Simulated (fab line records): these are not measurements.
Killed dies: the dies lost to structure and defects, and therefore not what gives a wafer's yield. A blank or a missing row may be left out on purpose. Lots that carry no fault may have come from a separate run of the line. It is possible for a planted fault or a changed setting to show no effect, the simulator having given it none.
Which tool was responsible? | flow nand-harc | 24 lots with 72 wafers sampled at 5 steps, on a route of 1302 steps

## WHAT THE GAUGES SHOWED, per wafer
NHARC_A_BONDPAD_CD_MEAS_09 targets a cd of 500 nm. Usual: cd-nm 499.3 nm, standard deviation 2.7.
lot  | measured     | on        | cd-nm (nm)        | flag
L074 | day 23 13:08 | cd-sem-02 | 503.1 503.4 499.9 |
L075 | day 23 13:44 | cd-sem-03 | 497.7 500.6 501.8 |
L077 | day 24 05:41 | cd-sem-03 | 498.1 499.2 495.5 |
L076 | day 24 07:03 | cd-sem-02 | 499.6 498.9 499.0 |
L078 | day 24 15:20 | cd-sem-02 | 500.1 497.3 500.0 |
L079 | day 25 09:25 | cd-sem-03 | 498.2 499.9 498.3 |
L080 | day 26 00:51 | cd-sem-02 | 497.2 500.1 498.0 |
L083 | day 26 15:38 | cd-sem-02 | 503.0 503.3 501.2 |
L082 | day 26 16:25 | cd-sem-01 | 500.9 502.1 498.5 |
L081 | day 26 16:58 | cd-sem-01 | 497.3 496.0 502.3 |
L084 | day 26 20:58 | cd-sem-02 | 501.1 496.9 500.2 |
L086 | day 27 15:32 | cd-sem-03 | 503.0 501.7 496.5 |
L085 | day 27 19:24 | cd-sem-03 | 497.9 497.2 491.8 |
L087 | day 28 05:05 | cd-sem-01 | 502.1 501.8 500.6 |
L089 | day 28 19:51 | cd-sem-02 | 502.3 495.4 503.2 |
L088 | day 29 04:31 | cd-sem-01 | 496.2 498.0 493.0 |
L091 | day 29 22:26 | cd-sem-02 | 500.2 495.2 503.4 |
L090 | day 29 23:17 | cd-sem-03 | 499.2 499.7 499.9 |
L092 | day 30 10:02 | cd-sem-01 | 501.2 501.7 498.8 |
L093 | day 31 00:10 | cd-sem-01 | 494.4 499.2 498.3 |
L094 | day 31 02:46 | cd-sem-02 | 499.5 497.7 495.8 |
L095 | day 31 22:25 | cd-sem-03 | 497.6 495.5 497.8 |
L096 | day 32 06:44 | cd-sem-02 | 502.8 501.6 496.7 |
L097 | day 33 04:34 | cd-sem-02 | 503.1 505.4 504.2 |

NHARC_A_BONDPAD_CD_MEAS_13. Usual: cd-nm 498.4 nm, standard deviation 2.9.
lot  | measured     | on        | cd-nm (nm)        | flag
L074 | day 23 13:40 | cd-sem-03 | 500.4 504.5 500.7 |
L075 | day 23 14:16 | cd-sem-03 | 495.9 497.2 500.7 |
L077 | day 24 06:13 | cd-sem-02 | 496.7 499.4 493.0 |
L076 | day 24 07:35 | cd-sem-01 | 500.2 496.6 497.2 |
L078 | day 24 15:52 | cd-sem-02 | 498.8 497.7 497.3 |
L079 | day 25 09:58 | cd-sem-02 | 496.5 495.9 497.6 |
L080 | day 26 01:22 | cd-sem-01 | 495.7 498.5 497.9 |
L083 | day 26 16:10 | cd-sem-02 | 502.2 500.9 500.0 |
L082 | day 26 16:56 | cd-sem-03 | 498.3 501.0 498.2 |
L081 | day 26 17:29 | cd-sem-02 | 494.3 494.6 501.4 |
L084 | day 26 21:30 | cd-sem-01 | 499.6 495.5 499.3 |
L086 | day 27 16:03 | cd-sem-02 | 502.4 498.6 496.5 |
L085 | day 27 19:55 | cd-sem-02 | 497.4 494.9 490.8 |
L087 | day 28 05:37 | cd-sem-02 | 501.0 502.1 499.3 |
L089 | day 28 20:22 | cd-sem-02 | 502.7 493.4 502.3 |
L088 | day 29 05:02 | cd-sem-01 | 496.0 498.2 494.0 |
L091 | day 29 22:58 | cd-sem-01 | 499.2 493.4 502.6 |
L090 | day 29 23:50 | cd-sem-03 | 498.0 497.4 499.1 |
L092 | day 30 10:34 | cd-sem-02 | 500.0 501.4 498.5 |
L093 | day 31 00:42 | cd-sem-02 | 493.5 499.6 497.3 |
L094 | day 31 03:20 | cd-sem-02 | 497.5 495.5 497.1 |
L095 | day 31 22:56 | cd-sem-03 | 496.5 494.9 499.7 |
L096 | day 32 07:15 | cd-sem-02 | 500.5 501.6 497.0 |
L097 | day 33 05:06 | cd-sem-02 | 502.7 504.6 505.0 |

NHARC_A_BONDPAD_INSPECT_23. Usual: raw-defect-count 557, standard deviation 170.
lot  | measured     | on                | raw-defect-count | flag
L074 | day 23 15:55 | defect-inspect-01 | 1415 788 981     |
L075 | day 23 16:31 | defect-inspect-02 | 423 556 586      |
L077 | day 24 08:29 | defect-inspect-02 | 1007 780 708     |
L076 | day 24 09:50 | defect-inspect-01 | 422 471 401      |
L078 | day 24 18:10 | defect-inspect-02 | 477 725 590      |
L079 | day 25 12:14 | defect-inspect-02 | 432 389 639      |
L080 | day 26 03:51 | defect-inspect-01 | 737 666 513      |
L083 | day 26 18:28 | defect-inspect-01 | 459 580 593      |
L082 | day 26 19:12 | defect-inspect-01 | 570 512 496      |
L081 | day 26 19:44 | defect-inspect-01 | 386 426 410      |
L084 | day 26 23:44 | defect-inspect-02 | 730 602 622      |
L086 | day 27 18:18 | defect-inspect-01 | 548 544 350      |
L085 | day 27 22:10 | defect-inspect-01 | 400 312 440      |
L087 | day 28 07:51 | defect-inspect-02 | 526 478 391      |
L089 | day 28 22:46 | defect-inspect-01 | 568 672 651      |
L088 | day 29 07:17 | defect-inspect-02 | 390 468 440      |
L091 | day 30 01:13 | defect-inspect-02 | 534 494 514      |
L090 | day 30 02:12 | defect-inspect-02 | 656 687 561      |
L092 | day 30 12:47 | defect-inspect-01 | 486 598 566      |
L093 | day 31 03:16 | defect-inspect-01 | 447 409 469      |
L094 | day 31 05:43 | defect-inspect-02 | 567 525 737      |
L095 | day 32 01:11 | defect-inspect-02 | 479 584 398      |
L096 | day 32 09:30 | defect-inspect-01 | 546 475 550      |
L097 | day 33 07:34 | defect-inspect-02 | 560 515 729      |

## TOOL THAT RAN EACH LOT (tool first, then ch and the chambers of the sampled wafers, then the start)
lot  | NHARC_A_M1_PRE_CLEAN_32         | NHARC_A_BONDPAD_DESCUM_11
L074 | pecvd-04 ch 0,1,2, day 23 11:25 | rie-diel-07 ch 1,3, day 23 13:22
L075 | pecvd-03 ch 1,2, day 23 11:53   | rie-diel-05 ch 1,3, day 23 13:57
L077 | pecvd-04 ch 0,1,2, day 24 03:50 | rie-diel-05 ch 1,2,3, day 24 05:53
L076 | pecvd-01 ch 0,1,2, day 24 05:11 | rie-diel-07 ch 0,2,3, day 24 07:16
L078 | pecvd-03 ch 0,1,2, day 24 13:29 | rie-diel-05 ch 0,1,2, day 24 15:33
L079 | pecvd-01 ch 0,1,2, day 25 07:33 | rie-diel-07 ch 0,1,3, day 25 09:40
L080 | pecvd-03 ch 0,1, day 25 23:01   | rie-diel-07 ch 1,2,3, day 26 01:04
L083 | pecvd-01 ch 0,1, day 26 13:47   | rie-diel-04 ch 0,1,3, day 26 15:51
L082 | pecvd-04 ch 1,2, day 26 14:40   | rie-diel-07 ch 0,3, day 26 16:37
L081 | pecvd-03 ch 1,2, day 26 15:06   | rie-diel-07 ch 0,1,3, day 26 17:11
L084 | pecvd-04 ch 0,2, day 26 19:16   | rie-diel-05 ch 0,1, day 26 21:11
L086 | pecvd-01 ch 0,1,2, day 27 13:38 | rie-diel-05 ch 0,3, day 27 15:44
L085 | pecvd-01 ch 0,1,2, day 27 17:40 | rie-diel-07 ch 0,1, day 27 19:37
L087 | pecvd-03 ch 0,1,2, day 28 03:21 | rie-diel-05 ch 2,3, day 28 05:17
L089 | pecvd-04 ch 0,1,2, day 28 18:07 | rie-diel-07 ch 2,3, day 28 20:04
L088 | pecvd-04 ch 0,1,2, day 29 02:49 | rie-diel-07 ch 0,3, day 29 04:43
L091 | pecvd-03 ch 1,2, day 29 20:28   | rie-diel-05 ch 0,2,3, day 29 22:40
L090 | pecvd-03 ch 0,1,2, day 29 21:26 | rie-diel-05 ch 0,1,2, day 29 23:30
L092 | pecvd-03 ch 0,2, day 30 08:19   | rie-diel-07 ch 0,2,3, day 30 10:16
L093 | pecvd-03 ch 0,1,2, day 30 22:27 | rie-diel-05 ch 0,2, day 31 00:24
L094 | pecvd-03 ch 1,2, day 31 01:03   | rie-diel-07 ch 2,3, day 31 02:59
L095 | pecvd-04 ch 0,2, day 31 20:34   | rie-diel-07 ch 0,2, day 31 22:38
L096 | pecvd-04 ch 0,1,2, day 32 04:52 | rie-diel-07 ch 1,2,3, day 32 06:57
L097 | pecvd-03 ch 0,1,2, day 33 02:43 | rie-diel-07 ch 1,3, day 33 04:47
- NHARC_A_M1_PRE_CLEAN_32: time 12 s.
- NHARC_A_BONDPAD_DESCUM_11: chemistry O2, time 3 s.

## AS READ BY THE TOOLS THEMSELVES (means over the sampled wafers that have a number; for cases with no such wafer, the mark the record gives instead)
NHARC_A_M1_PRE_CLEAN_32. Usual: heater-power-w 607 W, standard deviation 120.
lot  | tool     | heater-power-w (W) | flag
L074 | pecvd-04 | 583                |
L075 | pecvd-03 | 703                |
L077 | pecvd-04 | 604                |
L076 | pecvd-01 | 733                |
L078 | pecvd-03 | 523                |
L079 | pecvd-01 | 684                |
L080 | pecvd-03 | 613                |
L083 | pecvd-01 | 670                |
L082 | pecvd-04 | 623                |
L081 | pecvd-03 | 650                |
L084 | pecvd-04 | 634                |
L086 | pecvd-01 | 727                |
L085 | pecvd-01 | 702                |
L087 | pecvd-03 | 564                |
L089 | pecvd-04 | 589                |
L088 | pecvd-04 | 600                |
L091 | pecvd-03 | 703                |
L090 | pecvd-03 | 587                |
L092 | pecvd-03 | 455                |
L093 | pecvd-03 | 523                |
L094 | pecvd-03 | 638                |
L095 | pecvd-04 | 620                |
L096 | pecvd-04 | 606                |
L097 | pecvd-03 | 612                |

NHARC_A_BONDPAD_DESCUM_11. Usual: drypump-motor-current-A 5.5 A, standard deviation 0.32; oes-product-au 1.000 a.u., standard deviation 0.014; rf-vpp-V 58.1 V, standard deviation 0.9; showerhead-plenum-p-Torr 1.98 Torr, standard deviation 0.092; throttle-valve-pct 11.311 %, standard deviation 0.0088.
lot  | tool        | drypump-motor-current-A (A) | oes-product-au (a.u.) | rf-vpp-V (V) | showerhead-plenum-p-Torr (Torr) | throttle-valve-pct (%) | flag
L074 | rie-diel-07 | 5.4                         | 1.006                 | 57.8         | 2.03                            | 11.320                 |
L075 | rie-diel-05 | 5.7                         | 1.001                 | 57.5         | 1.93                            | 11.303                 |
L077 | rie-diel-05 | 5.6                         | 1.012                 | 57.4         | 1.90                            | 11.315                 |
L076 | rie-diel-07 | 5.3                         | 0.998                 | 58.4         | 2.03                            | 11.310                 |
L078 | rie-diel-05 | 5.8                         | 1.001                 | 57.7         | 1.97                            | 11.313                 |
L079 | rie-diel-07 | 5.3                         | 1.000                 | 58.5         | 2.00                            | 11.304                 |
L080 | rie-diel-07 | 5.3                         | 0.991                 | 58.1         | 2.02                            | 11.311                 |
L083 | rie-diel-04 | 5.8                         | 0.991                 | 57.3         | 1.89                            | 11.306                 |
L082 | rie-diel-07 | 5.4                         | 1.005                 | 58.1         | 2.04                            | 11.309                 |
L081 | rie-diel-07 | 5.3                         | 0.998                 | 57.8         | 2.00                            | 11.316                 |
L084 | rie-diel-05 | 6.1                         | 0.994                 | 58.1         | 2.06                            | 11.318                 |
L086 | rie-diel-05 | 5.6                         | 0.989                 | 58.4         | 1.93                            | 11.311                 |
L085 | rie-diel-07 | 5.2                         | 0.994                 | 57.8         | 1.98                            | 11.312                 |
L087 | rie-diel-05 | 5.3                         | 1.009                 | 58.3         | 1.83                            | 11.306                 |
L089 | rie-diel-07 | 5.4                         | 1.007                 | 59.1         | 2.05                            | 11.316                 |
L088 | rie-diel-07 | 5.3                         | 1.021                 | 58.5         | 2.01                            | 11.303                 |
L091 | rie-diel-05 | 5.5                         | 1.000                 | 58.5         | 1.90                            | 11.311                 |
L090 | rie-diel-05 | 5.8                         | 1.000                 | 58.3         | 1.97                            | 11.312                 |
L092 | rie-diel-07 | 5.4                         | 1.009                 | 58.4         | 2.03                            | 11.314                 |
L093 | rie-diel-05 | 5.4                         | 0.988                 | 57.8         | 1.87                            | 11.307                 |
L094 | rie-diel-07 | 5.4                         | 1.007                 | 58.5         | 2.05                            | 11.305                 |
L095 | rie-diel-07 | 5.3                         | 1.007                 | 58.1         | 2.01                            | 11.302                 |
L096 | rie-diel-07 | 5.3                         | 1.014                 | 58.7         | 2.02                            | 11.306                 |
L097 | rie-diel-07 | 5.3                         | 1.007                 | 58.0         | 2.03                            | 11.307                 |

## THE ANSWER, worked out from the rows above alone
Rule: lot off if the mean of its wafers having a number is beyond 3 standard deviations from the usual mean. A lot without any number at a reading at which 4 lots or more have one is off too. All remaining lots with rows at the step are treated as sound. After the gauges, taken in route order, come the tools' own readings; for these a lot's mean is taken, as printed above. The first step at which some lot is off is used, and at that step the reading that is off furthest; a lot without a number counts as furthest.
Across all readings shown, no lot is off: no conclusion can be drawn from this.

## WHAT WAS PUT IN BY THE SIMULATOR
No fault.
